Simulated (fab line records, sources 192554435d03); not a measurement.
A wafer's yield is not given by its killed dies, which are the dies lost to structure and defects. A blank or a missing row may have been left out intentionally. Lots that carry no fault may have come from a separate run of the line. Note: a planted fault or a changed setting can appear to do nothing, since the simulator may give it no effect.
Split-lot trial | flow n5_finfet | 7 lots, 21 wafers read, on a route of 1938 steps

SPLIT DETAILS
At N5_DUMMY_GATE_CVD_03 (deposits a-Si from SiH4, target thk 150 nm, time 8042 s), the setting temp_c was moved away from the recipe's 530 C on 9 of the 21 wafers read, by -3.5% to +3.3%. The other wafers ran this setting at the recipe's value.

The split's own step is where the reading is taken.

THE READING
a-Si_of_DUMMY_GATE_CVD_03.thk_nm (the simulator's own value, which no gauge read), in nm, at N5_DUMMY_GATE_CVD_03 (deposits a-Si from SiH4, target thk 150 nm, time 8042 s). The file does not state a usual value for it. Across the 12 wafers here that went through the recipe, the average is 150.2 nm and the standard deviation 0.58 nm.

wafer  | tool, chamber at the split | temp_c as run, C | against the recipe | a-Si_of_DUMMY_GATE_CVD_03.thk_nm, nm | against lot-mates on the recipe
L074.1 | lpcvd-01, 1/40             | 530              | recipe             | 150.8                                | -
L074.2 | lpcvd-01, 1/45             | 530              | recipe             | 150.4                                | -
L074.5 | lpcvd-01, 1/59             | 530              | recipe             | 149.6                                | -
L078.1 | -, -                       | 530              | recipe             | 149.6                                | -
L078.3 | -, -                       | 530              | recipe             | 150.2                                | -
L078.6 | -, -                       | 530              | recipe             | 150.8                                | -
L080.1 | -, -                       | 530              | recipe             | 150.8                                | -
L080.4 | -, -                       | 530              | recipe             | 150.2                                | -
L080.5 | -, -                       | 530              | recipe             | 150.4                                | -
L083.3 | -, -                       | 511.4            | -3.5%              | 86.2                                 | no lot-mate on the recipe
L083.6 | -, -                       | 511.4            | -3.5%              | 86.2                                 | no lot-mate on the recipe
L083.5 | -, -                       | 511.4            | -3.5%              | 87                                   | no lot-mate on the recipe
L085.1 | -, -                       | 537.6            | +1.4%              | 184.6                                | no lot-mate on the recipe
L085.5 | -, -                       | 537.6            | +1.4%              | 186.2                                | no lot-mate on the recipe
L085.6 | -, -                       | 537.6            | +1.4%              | 185.6                                | no lot-mate on the recipe
L088.2 | -, -                       | 530              | recipe             | 150.8                                | -
L088.5 | -, -                       | 530              | recipe             | 149.6                                | -
L088.6 | -, -                       | 530              | recipe             | 149                                  | -
L097.1 | -, -                       | 547.3            | +3.3%              | 244                                  | no lot-mate on the recipe
L097.2 | -, -                       | 547.3            | +3.3%              | 242.6                                | no lot-mate on the recipe
L097.6 | -, -                       | 547.3            | +3.3%              | 243.6                                | no lot-mate on the recipe

THE FIT
A straight line over all 21 wafers: a-Si_of_DUMMY_GATE_CVD_03.thk_nm changes by +22.9 nm for each +1% of temp_c; r = +0.98; the points scatter about the line by 8.2 nm.
Too few moved wafers have a lot-mate on the recipe to fit a line with each lot's own level taken away.

THE FILE'S OWN FIT
a-Si_of_DUMMY_GATE_CVD_03.thk_nm changes by +22.9 nm for each +1% of temp_c, r = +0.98.
